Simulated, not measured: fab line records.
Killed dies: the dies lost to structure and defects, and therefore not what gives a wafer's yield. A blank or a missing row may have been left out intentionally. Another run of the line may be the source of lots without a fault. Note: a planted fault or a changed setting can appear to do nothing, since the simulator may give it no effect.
The tool behind it: which one? / flow nand-harc / 12 lots with 36 wafers sampled at 3 steps, on a route of 1302 steps

== WHAT EACH GAUGE READ, for each wafer ==
NHARC_A_CONTACT_INSPECT_44.
lot=L074; measured=day 21 18:32; on=defect-inspect-02; raw-defect-count=16 15 19
lot=L077; measured=day 23 00:52; on=defect-inspect-01; raw-defect-count=67 69 73
lot=L079; measured=day 23 21:25; on=defect-inspect-01; raw-defect-count=119 118 132
lot=L081; measured=day 24 12:32; on=defect-inspect-02; raw-defect-count=161 151 153
lot=L086; measured=day 25 16:50; on=defect-inspect-01; raw-defect-count=38 35 33
lot=L084; measured=day 26 02:57; on=defect-inspect-01; raw-defect-count=68 79 64
lot=L087; measured=day 27 03:50; on=defect-inspect-02; raw-defect-count=89 105 95
lot=L088; measured=day 27 18:23; on=defect-inspect-02; raw-defect-count=95 99 102
lot=L092; measured=day 28 15:44; on=defect-inspect-01; raw-defect-count=125 111 112
lot=L093; measured=day 29 03:55; on=defect-inspect-02; raw-defect-count=68 70 74
lot=L095; measured=day 29 22:43; on=defect-inspect-01; raw-defect-count=86 83 74
lot=L097; measured=day 31 13:19; on=defect-inspect-02; raw-defect-count=17 27 14

== TOOL THAT RAN EACH LOT (tool first, then ch and the chambers of the sampled wafers, then the start) ==
lot=L074; NHARC_A_WL_FILL_CVD_20=cvd-w-02 ch 0, day 21 09:11 or earlier; NHARC_A_CONTACT_DEP_24=pecvd-02 ch 1,2, day 21 09:11
lot=L077; NHARC_A_WL_FILL_CVD_20=cvd-w-02 ch 1, day 22 15:57 or earlier; NHARC_A_CONTACT_DEP_24=pecvd-02 ch 0,1,2, day 22 15:57
lot=L079; NHARC_A_WL_FILL_CVD_20=cvd-w-02 ch 0,1, day 23 15:46 or earlier; NHARC_A_CONTACT_DEP_24=pecvd-01 ch 0,2, day 23 15:46
lot=L081; NHARC_A_WL_FILL_CVD_20=cvd-w-02 ch 0,1, day 24 03:50 or earlier; NHARC_A_CONTACT_DEP_24=pecvd-01 ch 0,1,2, day 24 03:50
lot=L086; NHARC_A_WL_FILL_CVD_20=cvd-w-01 ch 0,1, day 25 11:10 or earlier; NHARC_A_CONTACT_DEP_24=pecvd-02 ch 0,1,2, day 25 11:10
lot=L084; NHARC_A_WL_FILL_CVD_20=cvd-w-01 ch 0,1, day 25 19:31 or earlier; NHARC_A_CONTACT_DEP_24=pecvd-03 ch 0,2, day 25 19:31
lot=L087; NHARC_A_WL_FILL_CVD_20=cvd-w-02 ch 0,1, day 26 18:09 or earlier; NHARC_A_CONTACT_DEP_24=pecvd-02 ch 0,2, day 26 18:09
lot=L088; NHARC_A_WL_FILL_CVD_20=cvd-w-01 ch 0,1, day 27 11:29 or earlier; NHARC_A_CONTACT_DEP_24=pecvd-01 ch 0,1, day 27 11:29
lot=L092; NHARC_A_WL_FILL_CVD_20=cvd-w-02 ch 0,1, day 28 10:09 or earlier; NHARC_A_CONTACT_DEP_24=pecvd-01 ch 0,1, day 28 10:09
lot=L093; NHARC_A_WL_FILL_CVD_20=cvd-w-02 ch 0,1, day 28 20:25 or earlier; NHARC_A_CONTACT_DEP_24=pecvd-03 ch 0,1, day 28 20:25
lot=L095; NHARC_A_WL_FILL_CVD_20=cvd-w-01 ch 0,1, day 29 14:31 or earlier; NHARC_A_CONTACT_DEP_24=pecvd-01 ch 0,1,2, day 29 14:31
lot=L097; NHARC_A_WL_FILL_CVD_20=cvd-w-02 ch 0,1, day 31 07:38 or earlier; NHARC_A_CONTACT_DEP_24=pecvd-01 ch 0,2, day 31 07:38
- NHARC_A_WL_FILL_CVD_20: deposits W, target thk 100 nm, time 74 s.
- NHARC_A_CONTACT_DEP_24: deposits SiO2, target thk 500 nm.

== THE ANSWER, worked out from the rows above alone ==
Rule: the lots themselves supply what counts as usual. The widest of any qualifying gaps counts: lots, ordered by their means at a reading, are off when they make up no more than a third of the lots, leave a main group of 4 or more, and stand apart from it by 3 or more times the standard deviation of that group's means. A main group whose means are all the same, to the digits that the tables above print for the reading, isn't used. A lot without any number at a reading at which 4 lots or more have one is off too. Any other lot the step has rows for is counted as sound.
Across all readings shown, no lot is off: no conclusion can be drawn from this.

== WHAT HAD BEEN PUT IN BY THE SIMULATOR ==
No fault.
